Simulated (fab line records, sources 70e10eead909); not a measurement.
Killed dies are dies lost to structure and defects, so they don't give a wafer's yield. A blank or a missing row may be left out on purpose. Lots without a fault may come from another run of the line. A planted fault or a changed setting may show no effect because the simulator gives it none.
A struck lot beside a sound one | flow nand_harc | 39 steps out of a route of 1302
Sound: wafers L531.4, L531.5, L531.6. Struck: wafer L530.6. (L530.2, L530.5 of the same lot were not struck and are left out.) The cause comes at the end.
At each step with rows: each side's tool, then ch and its chambers, then its first start. Under that, the readings that differ: sound wafers | struck wafers | difference of the means | sigmas: that difference in standard deviations of wafers without a fault.
alike: readings whose means differ by less than 2 such deviations, and words and numbers that are the same on both sides. not compared: withheld readings, readings that some wafer has no value for, bounds like >300 that may hide the same value, and numbers for which the record gives no deviation and whose values overlap.
The two part at a step that has a row with sigmas, a row that says differs or no value, or rows on one side only. Numbers that don't overlap but have no deviation are shown without sigmas and don't part them. A reading that every wafer of one side lacks parts them only if that side has two wafers or more.

first, 5 steps without rows for these wafers: NHARC_A_BONDPAD_SOFTBAKE_04 (time 70 s); NHARC_A_BONDPAD_EBR_05; NHARC_A_BONDPAD_EXPOSE_06 (exposes mask A BPAD); NHARC_A_BONDPAD_PEB_07 (peb time 80 s); NHARC_A_BONDPAD_DEVELOP_08 (time 50 s).
NHARC_A_BONDPAD_CD_MEAS_09: target cd 500 nm.
  sound on cd_sem-03 ch 0, day 28 05:12; struck on cd_sem-03 ch 0, day 28 14:12
  alike: cd_nm
NHARC_A_BONDPAD_OVL_MEAS_35:
  sound on overlay-02, day 28 05:17; struck on overlay-01, day 28 14:17
  alike: overlay_x_nm, overlay_y_nm
then, 1 step without rows for these wafers: NHARC_A_BONDPAD_HARDBAKE_10 (time 65 s).
NHARC_A_BONDPAD_DESCUM_11: chemistry O2, time 3 s.
  sound on rie_diel-02 ch 1,2,3, day 28 05:25; struck on rie_diel-02 ch 1, day 28 14:25
  reading      | sound          | struck | difference | sigmas
  rf_vpp_V (V) | 59.6 57.3 56.6 | 55.9   | -1.9       | -2
  alike: drypump_motor_current_A, oes_product_au, showerhead_plenum_p_Torr, throttle_valve_pct
  not compared: rf_hours_counter_h
NHARC_A_BONDPAD_ETCH_34: etches the open film in N2/H2, target depth 60 nm, overetch 18 nm, time 65.91 s.
  sound on rie_diel-02 ch 2,3, day 28 05:29; struck on rie_diel-02 ch 0, day 28 14:31
  reading               | sound             | struck | difference | sigmas
  oes_product_au (a.u.) | 0.990 1.001 1.005 | 0.972  | -0.027     | -2
  alike: drypump_motor_current_A, rf_vpp_V, showerhead_plenum_p_Torr, throttle_valve_pct
  not compared: rf_hours_counter_h
then, 1 step without rows for these wafers: NHARC_A_BONDPAD_ETCH_12 (etches the open film in CHF3/O2, target depth 220 nm, time 110 s).
NHARC_A_BONDPAD_CD_MEAS_13:
  sound on cd_sem-02, day 28 05:44; struck on cd_sem-01, day 28 14:44
  alike: cd_nm
NHARC_A_BONDPAD_STRIP_15: strips in O2.
  sound on rie_diel-02 ch 0,1,3, day 28 05:50; struck on rie_diel-02 ch 3, day 28 14:50
  reading                | sound                | struck | difference | sigmas
  throttle_valve_pct (%) | 17.027 17.027 17.036 | 17.051 | +0.021     | +2
  alike: drypump_motor_current_A, oes_product_au, rf_vpp_V, showerhead_plenum_p_Torr
  not compared: rf_hours_counter_h
then, 7 steps without rows for these wafers: NHARC_A_BONDPAD_ETCH_24 (etches the open film in CF4/N2, target depth 30 nm, time 72.99 s); NHARC_A_BONDPAD_STRIP_16 (strips in post etch residue remover, time 600 s); NHARC_A_BONDPAD_DEGAS_25 (time 60 s); NHARC_A_BONDPAD_PRE_CLEAN_26 (time 30 s); NHARC_A_BONDPAD_PVD_17 (deposits TaN, target thk 5 nm, time 8.06 s); NHARC_A_BONDPAD_PVD_27 (deposits Cu, target thk 30 nm, time 20.49 s); NHARC_A_BONDPAD_ECD_18 (material Cu, target thk 400 nm).
NHARC_A_BONDPAD_ANNEAL_28: time 90 s.
  sound on rtp_anneal-01 ch 0, day 28 07:14; struck on rtp_anneal-01 ch 0, day 28 16:08
  alike: wafer_temp_C_max
then, 1 step without rows for these wafers: NHARC_A_BONDPAD_CMP_19 (polishes, t overpolish 30 s, cu recess touch 16 s, target thk 169.82 nm).
NHARC_A_BONDPAD_THK_MEAS_20: measures by xrf.
  sound on film_metro-01, day 28 07:45; struck on film_metro-01, day 28 16:45
  alike: thk_nm
then, 1 step without rows for these wafers: NHARC_A_BONDPAD_SRD_21 (time 30 s, dry time 20 s).
NHARC_HYBRID_BOND_ACTIVATE_00: chemistry N2, time 60 s.
  sound on rie_diel-06 ch 2,3, day 28 08:01; struck on rie_diel-07 ch 3, day 28 17:05
  alike: drypump_motor_current_A, oes_product_au, rf_vpp_V, showerhead_plenum_p_Torr
  not compared: rf_hours_counter_h
then, 4 steps without rows for these wafers: NHARC_HYBRID_BOND_PRECLEAN_01 (cleans in DIW, time 300 s); NHARC_HYBRID_BOND_SRD_02 (time 30 s, dry time 20 s); NHARC_HYBRID_BOND_BOND_03; NHARC_HYBRID_BOND_ANNEAL_04 (time 7200 s).
NHARC_HYBRID_BOND_OVL_MEAS_05:
  sound on overlay-01, day 28 17:26; struck on overlay-02, day 29 02:25
  alike: overlay_x_nm, overlay_y_nm
then, 2 steps without rows for these wafers: NHARC_THIN_TSV_GRIND_00; NHARC_THIN_TSV_CMP_01 (polishes).
NHARC_THIN_TSV_THK_MEAS_02: measures by ir.
  sound on film_metro-01, day 28 19:06; struck on film_metro-01, day 29 04:05
  alike: thk_nm
then, 3 steps without rows for these wafers: NHARC_THIN_TSV_SRD_03; NHARC_THIN_TSV_PRECLEAN_41 (cleans in SC1); NHARC_THIN_TSV_SRD_42.
NHARC_THIN_TSV_DEP_43: deposits SiO2, target thk 1328.5 nm.
  sound on pecvd-02 ch 0,1,2, day 28 19:28; struck on pecvd-04 ch 0, day 29 04:24
  alike: chamber_pressure_Torr, throttle_valve_pct
then, 1 step without rows for these wafers: NHARC_THIN_TSV_DEHYDRATE_04 (time 120 s).
NHARC_END_SORT_01:
  sound on prober-02 ch 0, day 29 13:39; struck on prober-01 ch 0, day 30 00:13
  reading                  | sound          | struck | difference | sigmas
  defect_limited_yield (%) | 89.5 87.1 91.9 | 80.6   | -8.9       | -3
  killed_at_array          | 69 82 52       | 129    | +61        | +3
  killed_dies              | 71 87 55       | 131    | +60        | +3
  alike: killed_at_other, killed_at_periphery, killed_open, killed_short

WHERE THEY PART
First at NHARC_A_BONDPAD_DESCUM_11; last, within this record, at NHARC_END_SORT_01.

WHY: what the simulator had put in
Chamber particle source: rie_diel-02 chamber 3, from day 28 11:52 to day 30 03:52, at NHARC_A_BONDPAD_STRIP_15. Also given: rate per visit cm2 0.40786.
